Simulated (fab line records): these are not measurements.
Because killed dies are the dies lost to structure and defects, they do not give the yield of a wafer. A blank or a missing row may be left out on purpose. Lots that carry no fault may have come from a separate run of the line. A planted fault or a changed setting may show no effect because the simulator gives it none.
A lot that was struck, set against a sound lot | flow nand_harc | 15 steps out of a route of 1302
Sound: the wafers L106.2, L106.3, L106.4. Wafers struck: L115.1, L115.4, L115.5. Last of all comes the cause.
For every step that has rows: the tool of each side, followed by ch and its chambers, followed by its first start. Under that, the readings that differ: sound wafers | struck wafers | difference of the means | sigmas: that difference in standard deviations of wafers without a fault.
alike: readings whose means differ by less than 2 such deviations, and words and numbers that are the same on both sides. not compared: withheld readings, readings that some wafer has no value for, bounds like >300 that may hide the same value, and numbers for which the record gives no deviation and whose values overlap.
Wherever a step has rows on one side only, a row that says differs or no value, or a row with sigmas, the two part there. Non-overlapping numbers with no deviation appear without sigmas and do not part them. Lack of a reading on every wafer of one side parts them only where that side has two or more wafers.

first, 4 steps without rows for these wafers: NHARC_THIN_TSV_EBR_29; NHARC_THIN_TSV_EXPOSE_30 (exposes mask PAD); NHARC_THIN_TSV_PEB_31 (peb time 85 s); NHARC_THIN_TSV_DEVELOP_32 (time 70 s).
NHARC_THIN_TSV_CD_MEAS_33: target cd 5000 nm.
  sound on cd_sem-01 ch 0, day 24 18:42; struck on cd_sem-01 ch 0, day 28 07:12
  alike: cd_nm
then, 1 step without rows for these wafers: NHARC_THIN_TSV_HARDBAKE_34 (time 80 s).
NHARC_THIN_TSV_DESCUM_35: chemistry O2, time 3 s.
  sound on rie_diel-01 ch 1,2,3, day 24 18:52; struck on rie_diel-01 ch 1,2, day 28 07:22
  alike: drypump_motor_current_A, oes_product_au, rf_vpp_V, showerhead_plenum_p_Torr, throttle_valve_pct
  not compared: rf_hours_counter_h
NHARC_THIN_TSV_ETCH_59: etches the open film in Cl2/BCl3, target depth 880 nm, time 138.1 s.
  sound on rie_metal-01 ch 0,1, day 24 18:59; struck on rie_metal-01 ch 0,1, day 28 07:31
  alike: bias_w, drypump_motor_current_A, mfc_cl2_sccm, oes_product_au, throttle_valve_pct
  not compared: rf_hours_counter_h
NHARC_THIN_TSV_ETCH_36: etches the open film in Cl2/BCl3, target depth 65 nm, time 18.571 s.
  sound on rie_metal-01 ch 0,1, day 24 19:14; struck on rie_metal-01 ch 0,1, day 28 07:45
  alike: drypump_motor_current_A, oes_product_au
  not compared: rf_hours_counter_h
NHARC_THIN_TSV_STRIP_56: strips in O2.
  sound on plasma_asher-01 ch 0,1, day 24 19:20; struck on plasma_asher-01 ch 0,1, day 28 07:52
  alike: drypump_motor_current_A, heater_power_w
  not compared: rf_hours_counter_h
then, 1 step without rows for these wafers: NHARC_THIN_TSV_STRIP_57 (strips in post etch residue remover, time 1200 s).
NHARC_THIN_TSV_CD_MEAS_37:
  sound: cd_sem-01 at day 24 20:08; struck: cd_sem-02 at day 28 08:43
  alike: cd_nm
NHARC_THIN_TSV_ANNEAL_58: time 1800 s.
  sound on furnace-07 ch 0, day 24 23:13; struck on furnace-07 ch 0, day 28 11:47
  reading               | sound             | struck            | difference | sigmas
  spike_tc_bottom_C (C) | 418 417 415       | 439 438 442       | +23        | +7
  spike_tc_centre_C (C) | 398.7 397.1 398.6 | 423.4 422.9 423.5 | +25.1      | +17
  spike_tc_lower_C (C)  | 401.2 402.0 401.4 | 425.9 423.7 423.8 | +22.9      | +25
  spike_tc_top_C (C)    | 429.4 427.7 429.0 | 451.7 451.0 450.6 | +22.4      | +16
  spike_tc_upper_C (C)  | 400.2 398.0 399.2 | 422.5 423.6 423.6 | +24.1      | +16
NHARC_THIN_TSV_INSPECT_40:
  sound: defect_inspect-02 at day 25 00:39; struck: defect_inspect-01 at day 28 13:15
  alike: raw_defect_count
NHARC_END_SORT_01:
  sound on prober-02 ch 0, day 25 06:47; struck on prober-02 ch 0, day 28 16:22
  alike: defect_limited_yield, killed_at_array, killed_at_other, killed_at_periphery, killed_dies, killed_open, killed_short, sort_bin_2_pct, sort_bin_3_pct, sort_bin_4_pct, sort_n_pass, sort_rim_yield_pct, sort_yield_pct

## WHERE THEY PART
At NHARC_THIN_TSV_ANNEAL_58 and nowhere else, as far as this record goes. Later steps at which nothing parts them and some readings are alike: NHARC_THIN_TSV_INSPECT_40, NHARC_END_SORT_01.

WHY: whatever the simulator had introduced
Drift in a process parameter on furnace-07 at NHARC_THIN_TSV_ANNEAL_58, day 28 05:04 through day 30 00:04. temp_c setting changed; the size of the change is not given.
